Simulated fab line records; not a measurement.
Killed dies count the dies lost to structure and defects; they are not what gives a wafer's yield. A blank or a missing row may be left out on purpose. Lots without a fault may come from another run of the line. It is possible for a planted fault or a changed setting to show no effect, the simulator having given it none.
Matching of chambers    flow n5_finfet    4 sister chambers for N5_HKMG_FIN_ALD_91 on ald_metal-04
The step deposits TiN, target thk 1 nm, pulse time 1 s, purge time 3 s. 8 wafers are shown with their chamber, then 12 later ones without.

## WAFERS, EACH WITH ITS CHAMBER
wafer   chamber  heater_power_w (W)  precursor_pulse_height_rel
L081.4  0        880                 0.982
L085.1  1        880                 0.994
L085.5  1        876                 1.000
L086.2  2        922                 0.975
L086.6  2        921                 1.000
L088.1  3        877                 1.003
L088.4  0        851                 1.033
L088.6  3        895                 0.968

## WAFERS WITHOUT THEIR CHAMBER
wafer   heater_power_w (W)  precursor_pulse_height_rel
L089.1  951                 0.998
L089.5  903                 1.013
L089.6  885                 0.963
L091.2  894                 1.028
L091.5  883                 0.992
L091.6  896                 0.992
L095.3  861                 0.981
L095.4  921                 0.982
L095.6  873                 1.035
L096.1  867                 1.004
L096.4  899                 0.975
L096.5  862                 1.000

## CHAMBER TAKEN BY EACH
wafer    from the rows above                 in truth
L089.1   2                                   2
L089.5   can't be placed: 3 or 2 or 1 or 0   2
L089.6   can't be placed: 3 or 1 or 0        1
L091.2   can't be placed: 1 or 3 or 0 or 2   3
L091.5   can't be placed: 3 or 1 or 0        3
L091.6   can't be placed: 3 or 1 or 2 or 0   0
L095.3   can't be placed: 0 or 1 or 3        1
L095.4   2                                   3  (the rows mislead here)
L095.6   can't be placed: 0 or 1 or 3        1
L096.1   can't be placed: 0 or 1 or 3        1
L096.4   can't be placed: 3 or 2 or 1 or 0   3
L096.5   can't be placed: 0 or 1 or 3        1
Correct placement for 1 of the 12. Can't be placed from these rows: 10 (the true chamber is among the candidates in 10). Placed wrongly: 1.
How it was worked out, from the rows above alone: a wafer's distance from a chamber is the root of the sum, over the readings, of the square of ((its reading less the chamber's mean) divided by the reading's scatter). The wafer belongs to the nearest chamber; if the next one is less than 2 further off, it can't be placed. The mean given for a chamber averages the wafers shown for that chamber. How the scatter is found: for the shown wafers, subtract from each reading the mean of its chamber, square and add these, divide the total by (wafers less chambers), then take the root.
